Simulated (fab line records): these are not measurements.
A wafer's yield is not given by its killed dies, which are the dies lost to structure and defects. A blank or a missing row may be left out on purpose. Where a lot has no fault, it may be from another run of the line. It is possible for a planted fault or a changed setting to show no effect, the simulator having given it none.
A struck lot beside a sound one	flow nand_harc	15 out of 1159 route steps
Sound: these wafers, L991.2, L991.4, L991.6. Wafers struck: L989.2, L989.3, L989.6. The cause is given at the end.
Per side, at each step with rows, come the tool, then ch with its chambers, and then its first start. Under that, the readings that differ: sound wafers	struck wafers	difference of the means	sigmas: that difference in standard deviations of wafers without a fault.
alike: same words and numbers on both sides, and readings whose means sit less than 2 such deviations apart. not compared: any withheld reading, any reading some wafer has no value for, any bound like >300 that may hide the same value, and any number with overlapping values for which the record gives no deviation.
The two part at a step that has a row with sigmas, a row that says differs or no value, or rows on one side only. Non-overlapping numbers with no deviation appear without sigmas and do not part them. Lack of a reading on every wafer of one side parts them only where that side has two or more wafers.

first, 2 steps without rows for these wafers: NHARC_A_CHANNEL_HOLE_D1_ETCH_39 (etches the open film in N2/H2, target depth 260 nm, time 325 s); NHARC_A_CHANNEL_HOLE_D1_ETCH_34 (etches the open film in CF4/CHF3, target depth 154 nm, time 77 s).
NHARC_A_CHANNEL_HOLE_D1_ETCH_16: etches the open film in O2/COS, target depth 3100 nm, time 806 s.
  sound: rie_diel-12 ch 2,3; struck: rie_diel-04 ch 1,2,3
reading	sound	struck	difference	sigmas
throttle_valve_pct (%)	28.336 28.326 28.327	28.341 28.356 28.349	+0.019	+2
  alike: bias_w, chamber_pressure_mTorr, drypump_motor_current_A, oes_product_au, rf_vpp_V, showerhead_plenum_p_Torr
  not compared: rf_hours_counter_h
NHARC_A_CHANNEL_HOLE_D1_CD_MEAS_18:
  sound on cd_sem-01 at day 12 08:56; struck on cd_sem-02 at day 12 03:45
  alike: cd_nm
then, 2 steps without rows for these wafers: NHARC_A_CHANNEL_HOLE_D1_ETCH_19 (etches the open film in C4F8/O2/Ar, time 34.5 s); NHARC_A_CHANNEL_HOLE_D1_ETCH_20 (etches the open film in C4F8/O2/Ar, time 361.9 s, target depth 1600 nm).
NHARC_A_CHANNEL_HOLE_D1_ETCH_21: etches the open film in C4F8/O2/Ar, time 514.3 s, target depth 1600 nm.
  sound on har_etch-01 ch 0,1, day 12 12:17; struck on har_etch-02 ch 0,1, day 12 04:20
  alike: c4f8_flow_sccm, chamber_pressure_mTorr, drypump_motor_current_A, he_backside_leak_sccm, showerhead_plenum_p_Torr, throttle_valve_pct
  not compared: rf_hours_counter_h
NHARC_A_CHANNEL_HOLE_D1_ETCH_22: etches the open film in C4F8/O2/Ar, time 666.7 s, target depth 1600 nm.
  sound on har_etch-01 ch 0,1, day 12 12:45; struck on har_etch-02 ch 0,1, day 12 04:47
  alike: c4f8_flow_sccm, chamber_pressure_mTorr, drypump_motor_current_A, he_backside_leak_sccm, showerhead_plenum_p_Torr, throttle_valve_pct
  not compared: rf_hours_counter_h
NHARC_A_CHANNEL_HOLE_D1_ETCH_23: etches the open film in C4F8/O2/Ar, time 819 s, target depth 1600 nm.
  sound on har_etch-01 ch 0,1, day 12 13:20; struck on har_etch-02 ch 0,1, day 12 05:23
  alike: c4f8_flow_sccm, chamber_pressure_mTorr, drypump_motor_current_A, he_backside_leak_sccm, showerhead_plenum_p_Torr, throttle_valve_pct
  not compared: rf_hours_counter_h
NHARC_A_CHANNEL_HOLE_D1_ETCH_24: etches the open film in C4F8/O2/Ar, time 906.2 s, target depth 1500 nm.
  sound on har_etch-01 ch 0,1, day 12 14:03; struck on har_etch-02 ch 0,1, day 12 06:06
  alike: c4f8_flow_sccm, chamber_pressure_mTorr, drypump_motor_current_A, he_backside_leak_sccm, showerhead_plenum_p_Torr, throttle_valve_pct
  not compared: rf_hours_counter_h
then, 2 steps without rows for these wafers: NHARC_A_CHANNEL_HOLE_D1_ETCH_25 (etches the open film in C4F8/O2/Ar, time 1040.2 s, target depth 1500 nm); NHARC_A_CHANNEL_HOLE_D1_ETCH_26 (etches the open film in C4F8/O2/Ar, time 224.1 s, target depth 300 nm).
NHARC_A_CHANNEL_HOLE_D1_ETCH_33: etches the open film in C4F8/O2/Ar, time 90 s, target depth 400 nm.
  sound on har_etch-01 ch 0,1, day 12 15:47; struck on har_etch-02 ch 0,1, day 12 07:52
  no value came back on the struck wafers for any of 6 readings (bias_v (V), c4f8_flow_sccm (sccm) and others); on the sound wafers bias_v (V) reads 399 400 396
  not compared: rf_hours_counter_h
then, 1 step without rows for these wafers: NHARC_A_CHANNEL_HOLE_D1_STRIP_41 (strips in N2/H2).
-- the record jumps here: 11 days lie between the struck wafers' starts before and after (it left off in module A_CHANNEL_HOLE_D1 and takes up again in module END, whose first step shown is number 1159 of the route) --
NHARC_END_SORT_01:
  sound on prober-02 ch 0, day 23 04:46; struck on prober-01 ch 0, day 23 13:40
reading	sound	struck	difference	sigmas
killed_at_array	39 52 39	675 675	+632	+57
killed_dies	43 56 44	677 677	+629	+57
  alike: killed_at_other, killed_at_periphery, killed_open, killed_short

## WHERE THEY PART
Earliest at NHARC_A_CHANNEL_HOLE_D1_ETCH_16; latest, in this record, at NHARC_END_SORT_01.

WHY: the cause the simulator had injected
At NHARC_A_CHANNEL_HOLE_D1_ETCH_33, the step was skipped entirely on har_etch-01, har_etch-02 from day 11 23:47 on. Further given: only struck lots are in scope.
